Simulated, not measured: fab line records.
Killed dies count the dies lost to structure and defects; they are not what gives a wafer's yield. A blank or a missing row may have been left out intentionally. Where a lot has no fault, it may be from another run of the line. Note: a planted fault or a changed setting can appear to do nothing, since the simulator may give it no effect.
fab line records	flow nandHarc
record: lots: 7	wafers: 21	lastDay: 33
route steps=1302 shown A_WL_FILL@974 A_CONTACT@983 END@1302
lots that met no fault: from a run of the same line without faults
startH: start of the lot's first displayed wafer, in hours after the record's first day	waitH: time in hours since the lot's previous step	" the same as in the row above	L1.1+2: several wafers, shown together as one row	- no value, or no start was given	* or withheld: withheld	< > ~ a bound
route shown NAME@n: a module of which the file shows steps, and the number in the route of the first	usual: average and standard deviation across the fault-free wafers	same: alike in all rows	chamber/n: place in a boat	sites: the reading at each site	_std_site: the values' standard deviation	_edge_site: outer sites' mean less inner sites'	radiusMm: how far each site lies from the wafer's centre	mask NAME#n: copy n	behind: tool/chamber where the wafer was last shaped	hold: reason for holding the lot/hours on hold/outcome of the hold	device: the transistor (n, p or np) that didn't switch	end of line: the same wafers' tests at the end of the route	step lacking rows: just its recipe	killed: dies that structure and defects cost at the first sort, which is not the same as the wafer's yield	map: a wafer's dies, x killed, . not, _ none there
set.NAME: setting as actually run; set.NAME@STEP: the setting as run at that earlier step	model.NAME: the simulator's own value behind a step, which no gauge read
lots at selected steps of the route; one table per step, one row per wafer
services: from which hour (startH, from the record's first day; less than 0 if before it) a tool's chamber was out of use, for how many hours, and why
== steps ==
step: NHARC_A_WL_FILL_SRD_14
step: NHARC_A_WL_FILL_ALD_19
recipe: targetThkA: 20	pulseTimeS: 3	aldCycles: 100	tempC: 450	material: TiN
usual: heaterPowerW: 1064/130	precursorPulseHeightRel: 1.000/0.022
lot.wafer	tool	chamber	startH	waitH	heaterPowerW	precursorPulseHeightRel
L793.4	aldMetal-04	2	508.59	0.1	1175	1.005
L793.1	"	0	"	"	973	0.986
L793.3	"	1	"	"	1258	0.966
L797.1	aldMetal-01	1	557.80	0.1	945	0.963
L797.4	"	3	"	"	1003	1.013
L797.2	"	0	"	"	1168	1.018
L802.1	aldMetal-04	3	595.58	0.1	930	1.009
L802.2	"	0	"	"	960	0.975
L802.6	"	2	"	"	1161	0.970
L806.1	aldMetal-04	2	628.51	0.1	1185	0.984
L806.2	"	3	"	"	957	1.007
L806.4	"	0	"	"	964	0.992
L808.1	aldMetal-02	1	656.99	0.1	1006	0.989
L808.6	"	0	"	"	820	1.016
L808.5	"	1	"	"	999	0.962
L809.3	aldMetal-01	2	657.00	0.1	1088	0.974
L809.6	"	1	"	"	948	0.974
L809.4	"	0	"	"	1165	0.991
L814.4	aldMetal-04	0	717.62	0.1	981	0.965
L814.3	"	1	"	"	1268	0.963
L814.6	"	3	"	"	974	0.968
step: NHARC_A_WL_FILL_CVD_20
recipe: targetThkA: 1000	tempC: 400	pressureTorr: 40	wf6FlowSccm: 40	h2FlowSccm: 1600	arFlowSccm: 1560	timeS: 74	material: W
usual: heaterPowerW: 842/40	throttleValvePct: 7.9/0.36
lot.wafer	tool	chamber	startH	waitH	heaterPowerW	throttleValvePct
L793.1	cvdW-01	0	-	-	853	8.5
L793.4	"	1	"	"	909	7.7
L793.3	"	0	"	"	841	8.4
L797.1	cvdW-02	1	-	-	808	7.7
L797.2	"	0	"	"	821	8.0
L797.4	"	1	"	"	793	7.7
L802.2	cvdW-02	1	-	-	795	7.7
L802.1	"	0	"	"	819	7.7
L802.6	"	0	"	"	860	8.1
L806.1	cvdW-02	1	-	-	798	7.9
L806.2	"	0	"	"	840	8.3
L806.4	"	1	"	"	820	7.8
L808.1	cvdW-01	1	-	-	895	7.5
L808.5	"	0	"	"	898	8.7
L808.6	"	1	"	"	886	7.6
L809.3	cvdW-02	1	-	-	761	7.7
L809.4	"	0	"	"	840	7.9
L809.6	"	1	"	"	785	7.6
L814.4	cvdW-01	0	-	-	869	8.7
L814.3	"	1	"	"	897	7.7
L814.6	"	0	"	"	868	8.8
step: NHARC_A_WL_FILL_CMP_12
recipe: tOverpolishS: 30	targetThkNm: 100
usual: edgeZonePressureFrac: 1.000/0.005	motorCurrentA: 11.6/0.97	overpolishRunS: 29.999/0.01	slurryFlowMlMin: 150.0/0.46	timeToEndpointS: 19.0/1.9
lot.wafer	tool	chamber	startH	waitH	edgeZonePressureFrac	motorCurrentA	overpolishRunS	slurryFlowMlMin	timeToEndpointS
L793.3	cmp-02	2	508.97	0.1	1.004	10.6	30.000	150.2	18.7
L793.1	"	0	"	"	0.999	13.6	29.998	149.8	19.6
L793.4	"	1	"	"	0.998	12.5	29.999	149.1	18.9
L797.1	cmp-03	0	558.21	0.2	1.004	13.1	30.017	149.0	19.1
L797.4	"	1	"	"	0.999	11.4	29.989	149.4	21.7
L797.2	"	2	"	"	0.996	10.7	29.994	150.5	21.8
L802.1	cmp-01	1	595.97	0.2	0.999	10.2	30.004	151.0	18.5
L802.2	"	2	"	"	1.002	11.5	30.011	150.5	19.8
L802.6	"	1	"	"	0.995	11.0	30.006	151.3	18.0
L806.2	cmp-01	0	629.01	0.1	0.999	10.0	29.999	150.5	19.0
L806.1	"	2	"	"	0.995	11.3	29.999	150.4	21.0
L806.4	"	3	"	"	1.001	10.2	30.007	150.4	20.0
L808.1	cmp-03	0	657.38	0.2	1.001	12.5	30.002	149.6	20.2
L808.6	"	3	"	"	0.996	11.9	29.998	150.3	22.3
L808.5	"	0	"	"	0.996	12.5	30.014	150.2	21.5
L809.3	cmp-02	0	657.39	0.1	1.008	12.2	30.010	149.5	16.4
L809.4	"	3	"	"	1.004	12.7	30.009	150.0	16.6
L809.6	"	1	"	"	1.002	12.3	29.993	150.7	16.9
L814.4	cmp-03	3	718.00	0.1	0.998	11.9	29.983	149.9	16.8
L814.3	"	0	"	"	1.002	12.5	29.999	150.8	20.5
L814.6	"	3	"	"	1.000	11.8	29.981	149.9	16.0
step: NHARC_A_WL_FILL_SRD_31
step: NHARC_A_WL_FILL_INSPECT_15
usual: rawDefectCount: 493/110
lot.wafer	tool	chamber	startH	waitH	rawDefectCount
L793.1	defectInspect-02	-	509.43	0.0	365
L793.3	"	-	"	"	475
L793.4	"	-	"	"	497
L797.1	defectInspect-02	-	558.65	0.0	507
L797.2	"	-	"	"	452
L797.4	"	-	"	"	539
L802.1	defectInspect-02	-	596.41	0.0	373
L802.2	"	-	"	"	515
L802.6	"	-	"	"	358
L806.1	defectInspect-02	-	629.47	0.0	526
L806.2	"	-	"	"	275
L806.4	"	-	"	"	392
L808.1	defectInspect-01	-	657.82	0.0	420
L808.5	"	-	"	"	572
L808.6	"	-	"	"	503
L809.3	defectInspect-01	-	657.88	0.0	330
L809.4	"	-	"	"	615
L809.6	"	-	"	"	520
L814.3	defectInspect-01	-	718.44	0.0	377
L814.4	"	-	"	"	552
L814.6	"	-	"	"	574
step: NHARC_A_CONTACT_DEP_24
recipe: targetThkA: 5000	tempC: 400	pressureTorr: 6.5	rfW: 900	teosFlowSccm: 161.4	flowSccm: 2650	targetThkNm: 500	gas: O2	material: SiO2
usual: chamberPressureTorr: 6.499/0.013	flowSccm: 2650/7.4	heaterPowerW: 580/100	throttleValvePct: 16.1/0.6
lot.wafer	tool	chamber	startH	waitH	chamberPressureTorr	flowSccm	heaterPowerW	throttleValvePct
L793.3	pecvd-03	2	509.50	0.1	6.462	2643	522	15.9
L793.1	"	0	"	"	6.487	2657	830	16.0
L793.4	"	2	"	"	6.485	2653	569	16.2
L797.2	pecvd-01	1	558.72	0.1	6.482	2641	443	16.5
L797.1	"	0	"	"	6.504	2648	684	15.3
L797.4	"	0	"	"	6.502	2648	533	15.3
L802.2	pecvd-01	1	596.48	0.1	6.507	2661	510	17.0
L802.1	"	0	"	"	6.504	2646	680	15.4
L802.6	"	1	"	"	6.504	2655	383	16.4
L806.2	pecvd-01	2	629.54	0.1	6.485	2646	605	15.8
L806.1	"	0	"	"	6.492	2663	596	15.5
L806.4	"	2	"	"	6.486	2657	619	15.5
L808.1	pecvd-02	1	657.89	0.1	6.502	2644	500	16.3
L808.5	"	1	"	"	6.496	2642	525	16.4
L808.6	"	0	"	"	6.497	2646	474	16.4
L809.3	pecvd-03	0	657.95	0.1	6.499	2646	800	15.7
L809.6	"	0	"	"	6.496	2648	829	15.6
L809.4	"	1	"	"	6.485	2656	739	15.5
L814.3	pecvd-02	0	718.51	0.1	6.492	2657	591	16.6
L814.6	"	1	"	"	6.523	2657	397	16.6
L814.4	"	2	"	"	6.498	2646	661	17.1
step: NHARC_A_CONTACT_DEP_28
recipe: targetThkA: 70000	tempC: 400	material: aC
usual: susceptorTempC: 400.03/0.21	throttleValvePct: 35.000/0.0095
lot.wafer	tool	chamber	startH	waitH	susceptorTempC	throttleValvePct
L793.1	aclDep-03	0	510.10	0.1	399.53	34.990
L793.3	"	0	511.51	1.5	399.58	34.986
L793.4	"	0	"	"	399.67	35.005
L797.1	aclDep-03	0	559.33	0.1	-	35.007
L797.2	"	0	"	"	-	34.995
L797.4	"	0	561.44	2.2	-	34.993
L802.1	aclDep-02	0	597.08	0.1	400.23	34.985
L802.2	"	0	"	"	399.92	35.003
L802.6	"	0	600.63	3.6	400.28	34.990
L806.1	aclDep-01	0	633.55	3.3	-	35.007
L806.2	"	0	"	"	-	35.002
L806.4	"	0	635.65	5.4	-	35.002
L808.1	aclDep-03	0	658.49	0.1	400.46	35.023
L808.5	"	0	661.33	2.9	400.38	34.994
L808.6	"	0	"	"	400.00	34.976
L809.3	aclDep-01	0	659.98	1.5	399.77	34.997
L809.4	"	0	"	"	400.05	35.003
L809.6	"	0	662.14	3.6	400.39	34.995
L814.3	aclDep-03	0	720.55	1.5	400.02	35.002
L814.4	"	0	"	"	399.84	34.993
L814.6	"	0	722.71	3.6	399.75	34.997
step: NHARC_A_CONTACT_DEP_29
recipe: targetThkA: 1000	targetThkNm: 100	tempC: 400	pressureTorr: 3.5	flowSccm: 200	rfW: 350	material: SiON
usual: chamberPressureTorr: 3.501/0.0078	heaterPowerOuterW: 486/81	heaterPowerW: 785/110
lot.wafer	tool	chamber	startH	waitH	chamberPressureTorr	heaterPowerOuterW	heaterPowerW
L793.1	pecvd-03	1	514.39	3.6	3.500	581	833
L793.3	"	2	"	"	3.486	505	790
L793.4	"	2	"	"	3.497	502	794
L797.2	pecvd-02	2	563.57	2.8	3.499	568	846
L797.1	"	0	"	"	3.500	460	791
L797.4	"	1	"	"	3.502	464	733
L802.1	pecvd-03	2	601.37	3.6	3.504	451	757
L802.2	"	0	"	"	3.511	627	979
L802.6	"	1	"	"	3.489	531	801
L806.2	pecvd-03	1	637.79	2.8	-	-	-
L806.1	"	2	"	"	-	-	-
L806.4	"	2	"	"	-	-	-
L808.1	pecvd-03	0	662.80	3.6	-	-	-
L808.6	"	2	"	"	-	-	-
L808.5	"	0	"	"	-	-	-
L809.3	pecvd-01	0	662.90	2.2	-	-	-
L809.6	"	2	"	"	-	-	-
L809.4	"	1	"	"	-	-	-
L814.3	pecvd-01	0	723.51	2.2	3.509	467	875
L814.6	"	2	"	"	3.495	450	751
L814.4	"	0	"	"	3.506	481	892
step: NHARC_A_CONTACT_DEHYDRATE_32
recipe: tempC: 150	timeS: 120
step: NHARC_END_SORT_01
recipe: tempC: 25
usual: killedAtArray: 59/17	killedAtOther: 0.7/0.9	killedAtPeriphery: 3.6/2.3	killedDies: 63/18	killedOpen: 3.4/1.9	killedShort: 2.6/1.7
same: grossDies: 677
lot.wafer	tool	chamber	startH	waitH	killedAtArray	killedAtOther	killedAtPeriphery	killedDies	killedOpen	killedShort
L806.1	prober-01	0	704.53	2.5	673	0	4	677	1	2
L806.2	prober-01	0	705.33	2.8	673	0	4	677	4	4
L806.4	prober-01	0	706.92	3.4	676	0	1	677	4	2
L808.1	prober-02	0	733.29	2.5	677	0	0	677	5	3
L808.5	prober-02	0	736.50	3.7	676	0	1	677	2	3
L808.6	prober-02	0	737.31	4.0	672	0	5	677	5	1
L809.3	prober-01	0	753.80	3.1	675	0	2	677	1	1
L809.4	prober-01	0	754.60	3.4	670	2	5	677	2	5
L809.6	prober-01	0	756.19	4.0	674	1	2	677	2	8
killed by level:class
L806.1 A_CONTACT:areaDep=628 A_CHANNEL_HOLE_D2:chamberFilmFlake=23 A_CHANNEL_HOLE_D1:chamberFilmFlake=9 A_CONTACT:chamberFilmFlake=4 A_STAIRCASE:chamberFilmFlake=3 A_DECK1_JOINT:chamberFilmFlake=2 P_GATE:geometricParticle:short=1 P_CONTACT:geometricParticle:open=1
L806.2 A_CONTACT:areaDep=628 A_CHANNEL_HOLE_D2:chamberFilmFlake=19 A_CHANNEL_HOLE_D1:chamberFilmFlake=13 A_SLIT:chamberFilmFlake=3 A_ONON_D2:geometricParticle:open=2 A_ONON_D2:geometricParticle:short=2 P_ZERO_WELL:chamberFilmFlake=2 A_WL_FILL:chamberFilmFlake=2
L806.4 A_CONTACT:areaDep=618 A_CHANNEL_HOLE_D2:chamberFilmFlake=27 A_CHANNEL_HOLE_D1:chamberFilmFlake=9 A_CONTACT:chamberFilmFlake=8 A_WL_FILL:chamberFilmFlake=5 A_CHANNEL_FILL_D1:geometricParticle:open=2 A_SLIT:chamberFilmFlake=2 A_CHANNEL_FILL_D2:geometricParticle:short=2
L808.1 A_CONTACT:areaDep=606 A_CHANNEL_HOLE_D1:chamberFilmFlake=27 A_SLIT:chamberFilmFlake=27 A_CONTACT:chamberFilmFlake=6 A_WL_FILL:geometricParticle:open=2 A_ONON_D1:geometricParticle:short=1 A_ONON_D1:geometricParticle:open=1 A_DECK1_JOINT:geometricParticle:short=1
L808.5 A_CONTACT:areaDep=594 A_CHANNEL_HOLE_D1:chamberFilmFlake=32 A_SLIT:chamberFilmFlake=26 A_CONTACT:chamberFilmFlake=13 A_DECK1_JOINT:chamberFilmFlake=3 A_CHANNEL_FILL_D2:chamberFilmFlake=2 P_GATE:geometricParticle:short=1 A_ONON_D1:geometricParticle:open=1
L808.6 A_CONTACT:areaDep=583 A_CHANNEL_HOLE_D1:chamberFilmFlake=32 A_SLIT:chamberFilmFlake=29 A_CONTACT:chamberFilmFlake=13 P_GATE:chamberFilmFlake=3 A_WL_FILL:chamberFilmFlake=3 A_ONON_D1:geometricParticle:open=2 A_DECK1_JOINT:geometricParticle:open=2
L809.3 A_CONTACT:areaDep=630 A_CHANNEL_HOLE_D1:chamberFilmFlake=28 A_SLIT:chamberFilmFlake=8 A_CONTACT:chamberFilmFlake=4 P_ZERO_WELL:chamberFilmFlake=2 A_CHANNEL_HOLE_D1:geometricParticle:short=1 A_M1:geometricParticle:open=1 A_ZERO_WELL:chamberFilmFlake=1
L809.4 A_CONTACT:areaDep=624 A_CHANNEL_HOLE_D1:chamberFilmFlake=30 A_SLIT:chamberFilmFlake=5 A_DECK1_JOINT:chamberFilmFlake=3 A_STAIRCASE:chamberFilmFlake=3 THIN_TSV:chamberFilmFlake=2 P_CONTACT:geometricParticle:open=1 P_M0:geometricParticle:open=1
L809.6 A_CONTACT:areaDep=619 A_CHANNEL_HOLE_D1:chamberFilmFlake=32 A_SLIT:chamberFilmFlake=7 A_CONTACT:chamberFilmFlake=5 A_WL_FILL:geometricParticle:short=3 A_ONON_D2:geometricParticle:short=2 A_STAIRCASE:chamberFilmFlake=2 P_GATE:geometricParticle:short=1
map L806.1 (x killed, . not)
____________x____________
_________xxxxxxx_________
_______xxxxxxxxxxx_______
______xxxxxxxxxxxxx______
_____xxxxxxxxxxxxxxx_____
____xxxxxxxxxxxxxxxxx____
____xxxxxxxxxxxxxxxxx____
___xxxxxxxxxxxxxxxxxxx___
___xxxxxxxxxxxxxxxxxxx___
__xxxxxxxxxxxxxxxxxxxxx__
__xxxxxxxxxxxxxxxxxxxxx__
_xxxxxxxxxxxxxxxxxxxxxxx_
_xxxxxxxxxxxxxxxxxxxxxxx_
_xxxxxxxxxxxxxxxxxxxxxxx_
_xxxxxxxxxxxxxxxxxxxxxxx_
_xxxxxxxxxxxxxxxxxxxxxxx_
xxxxxxxxxxxxxxxxxxxxxxxxx
xxxxxxxxxxxxxxxxxxxxxxxxx
xxxxxxxxxxxxxxxxxxxxxxxxx
xxxxxxxxxxxxxxxxxxxxxxxxx
xxxxxxxxxxxxxxxxxxxxxxxxx
_xxxxxxxxxxxxxxxxxxxxxxx_
_xxxxxxxxxxxxxxxxxxxxxxx_
_xxxxxxxxxxxxxxxxxxxxxxx_
_xxxxxxxxxxxxxxxxxxxxxxx_
_xxxxxxxxxxxxxxxxxxxxxxx_
__xxxxxxxxxxxxxxxxxxxxx__
__xxxxxxxxxxxxxxxxxxxxx__
___xxxxxxxxxxxxxxxxxxx___
___xxxxxxxxxxxxxxxxxxx___
____xxxxxxxxxxxxxxxxx____
____xxxxxxxxxxxxxxxxx____
_____xxxxxxxxxxxxxxx_____
______xxxxxxxxxxxxx______
_______xxxxxxxxxxx_______
_________xxxxxxx_________
____________x____________
map L808.1 (x killed, . not)
____________x____________
_________xxxxxxx_________
_______xxxxxxxxxxx_______
______xxxxxxxxxxxxx______
_____xxxxxxxxxxxxxxx_____
____xxxxxxxxxxxxxxxxx____
____xxxxxxxxxxxxxxxxx____
___xxxxxxxxxxxxxxxxxxx___
___xxxxxxxxxxxxxxxxxxx___
__xxxxxxxxxxxxxxxxxxxxx__
__xxxxxxxxxxxxxxxxxxxxx__
_xxxxxxxxxxxxxxxxxxxxxxx_
_xxxxxxxxxxxxxxxxxxxxxxx_
_xxxxxxxxxxxxxxxxxxxxxxx_
_xxxxxxxxxxxxxxxxxxxxxxx_
_xxxxxxxxxxxxxxxxxxxxxxx_
xxxxxxxxxxxxxxxxxxxxxxxxx
xxxxxxxxxxxxxxxxxxxxxxxxx
xxxxxxxxxxxxxxxxxxxxxxxxx
xxxxxxxxxxxxxxxxxxxxxxxxx
xxxxxxxxxxxxxxxxxxxxxxxxx
_xxxxxxxxxxxxxxxxxxxxxxx_
_xxxxxxxxxxxxxxxxxxxxxxx_
_xxxxxxxxxxxxxxxxxxxxxxx_
_xxxxxxxxxxxxxxxxxxxxxxx_
_xxxxxxxxxxxxxxxxxxxxxxx_
__xxxxxxxxxxxxxxxxxxxxx__
__xxxxxxxxxxxxxxxxxxxxx__
___xxxxxxxxxxxxxxxxxxx___
___xxxxxxxxxxxxxxxxxxx___
____xxxxxxxxxxxxxxxxx____
____xxxxxxxxxxxxxxxxx____
_____xxxxxxxxxxxxxxx_____
______xxxxxxxxxxxxx______
_______xxxxxxxxxxx_______
_________xxxxxxx_________
____________x____________
== services ==
tool	chamber	startH	hours	kind
aclDep-03	-	485.41	13.0	pm
pecvd-01	-	492.21	13.0	pm
pecvd-03	-	511.44	0.8	repair
cmp-03	-	513.04	2.5	repair
cmp-03	-	520.59	1.7	repair
cvdW-02	-	520.79	1.6	repair
cmp-03	-	538.59	1.6	repair
cmp-03	-	544.10	2.8	repair
pecvd-03	-	547.29	13.0	pm
cvdW-01	-	547.39	13.0	pm
cmp-03	-	554.00	4.0	pm
pecvd-02	-	590.85	13.0	pm
cmp-03	-	608.34	0.5	repair
cvdW-02	1	609.55	11.4	repair
cmp-03	-	620.01	1.5	repair
cvdW-01	0	623.46	3.2	repair
pecvd-01	1	626.79	8.7	repair
cvdW-02	-	633.21	13.0	pm
cmp-03	-	634.06	1.2	repair
aldMetal-04	-	652.00	10.0	pm
aclDep-03	-	667.42	13.0	pm
pecvd-01	-	673.21	13.0	pm
aldMetal-04	1	698.06	3.2	repair
pecvd-01	1	706.78	9.3	repair
== key ==
firstSign: step: NHARC_A_CONTACT_DEP_29	reading: toolRecord	direction: missing
effect: step: NHARC_END_SORT_01	reading: killedAtArray	direction: up	sigmas: 36	usual: 59	struck: 674
moreKillsBornAt: NHARC_A_CONTACT_DEP_29@pecvd-03: 3657	NHARC_A_CONTACT_DEP_29@pecvd-01: 1873
metAt NHARC_A_CONTACT_DEP_29
struckWafers L806.1,L806.2,L806.4,L808.1,L808.5,L808.6,L809.3,L809.4,L809.6
laterRowsLeftOut L806.1,L806.2,L806.4,L808.1,L808.5,L808.6,L809.3,L809.4,L809.6
testerLeftOut L806,L808,L809
onsetBetween 601.37 637.79
fault: kind: skippedStepWhole	tool: pecvd-01,pecvd-03	chamber: -	onsetH: 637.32	steps: NHARC_A_CONTACT_DEP_29	scope: struckLotsOnly
testerLeftOut: of these lots the tester's yield and bins aren't shown, on N5 and GAA mostly nor the transistor test; their killed dies are dies lost to structure and defects alone, not to doping, threshold or leakage, so they don't give the yield
laterRowsLeftOut: the simulator's readings of these wafers behind a module that went badly wrong aren't trusted and aren't shown, but for the sort
